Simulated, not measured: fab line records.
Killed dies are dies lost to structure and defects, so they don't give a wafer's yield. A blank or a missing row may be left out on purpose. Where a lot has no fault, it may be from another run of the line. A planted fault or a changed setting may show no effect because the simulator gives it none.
Chamber matching | flow n5Finfet | rieDiel-05 running N5_BEOL_M4_STRIP_19: 4 sister chambers
The step strips in O2. 16 wafers are shown with their chamber, then 8 later ones without.

== EACH WAFER AND ITS CHAMBER ==
wafer  | chamber | showerheadPlenumPTorr (Torr) | drypumpMotorCurrentA (A) | throttleValvePct (%)
L075.2 | 3       | 2.14                         | 6.3                      | 16.81
L075.3 | 0       | 2.12                         | 5.7                      | 16.33
L075.5 | 2       | 2.05                         | 5.8                      | 16.79
L074.3 | 1       | 2.04                         | 5.9                      | 16.62
L074.4 | 3       | 2.14                         | 6.3                      | 16.83
L074.5 | 0       | 2.12                         | 5.8                      | 16.35
L076.1 | 3       | 2.14                         | 6.3                      | 16.82
L076.2 | 2       | 2.05                         | 5.8                      | 16.80
L076.4 | 1       | 2.04                         | 5.9                      | 16.64
L081.2 | 2       | 2.05                         | 5.7                      | 16.82
L081.5 | 2       | 2.05                         | 5.8                      | 16.80
L081.6 | 1       | 2.03                         | 5.9                      | 16.64
L085.1 | 0       | 2.11                         | 5.7                      | 16.37
L085.4 | 2       | 2.05                         | 5.7                      | 16.84
L085.5 | 3       | 2.13                         | 6.3                      | 16.43
L086.1 | 1       | 2.03                         | 5.8                      | 16.68

SIGNATURES (averages over the wafers above)
reading               | chamber 0 | chamber 1 | chamber 2 | chamber 3 | scatter within a chamber
showerheadPlenumPTorr | 2.1167    | 2.0350    | 2.0500    | 2.1375    | 0.00449
drypumpMotorCurrentA  | 5.733     | 5.875     | 5.760     | 6.300     | 0.0467
throttleValvePct      | 16.3500   | 16.6450   | 16.8100   | 16.7225   | 0.0994
Rule: distance of a wafer from a chamber = root of the sum over the readings of ((wafer's reading minus chamber's mean) / reading's scatter) squared. If the next closest chamber is less than 2 further off than the closest, the wafer can't be placed; otherwise it belongs to the closest. The scatter is the square root of a quotient: the sum, over the shown wafers, of each reading's squared deviation from its chamber's mean, divided by wafers minus chambers.

== WAFERS WHOSE CHAMBER IS MISSING ==
wafer  | showerheadPlenumPTorr (Torr) | drypumpMotorCurrentA (A) | throttleValvePct (%)
L086.4 | 2.11                         | 5.7                      | 16.39
L086.6 | 2.11                         | 5.7                      | 16.38
L095.1 | 2.04                         | 5.8                      | 16.86
L095.2 | 2.02                         | 5.9                      | 16.71
L095.3 | 2.11                         | 5.7                      | 16.41
L095.4 | 2.12                         | 6.3                      | 16.47
L095.5 | 2.04                         | 5.8                      | 16.86
L095.6 | 2.02                         | 5.8                      | 16.71

== WHICH CHAMBER EACH WENT THROUGH ==
wafer  | from the rows above     | in truth
L086.4 | 0                       | 0
L086.6 | 0                       | 0
L095.1 | can't be placed: 2 or 1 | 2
L095.2 | 1                       | 1
L095.3 | 0                       | 0
L095.4 | 3                       | 3
L095.5 | can't be placed: 2 or 1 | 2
L095.6 | 1                       | 1
6 of 8 placed correctly. Cannot be placed on the basis of these rows: 2; the candidates contain the true chamber in 2. Number placed wrongly: 0.
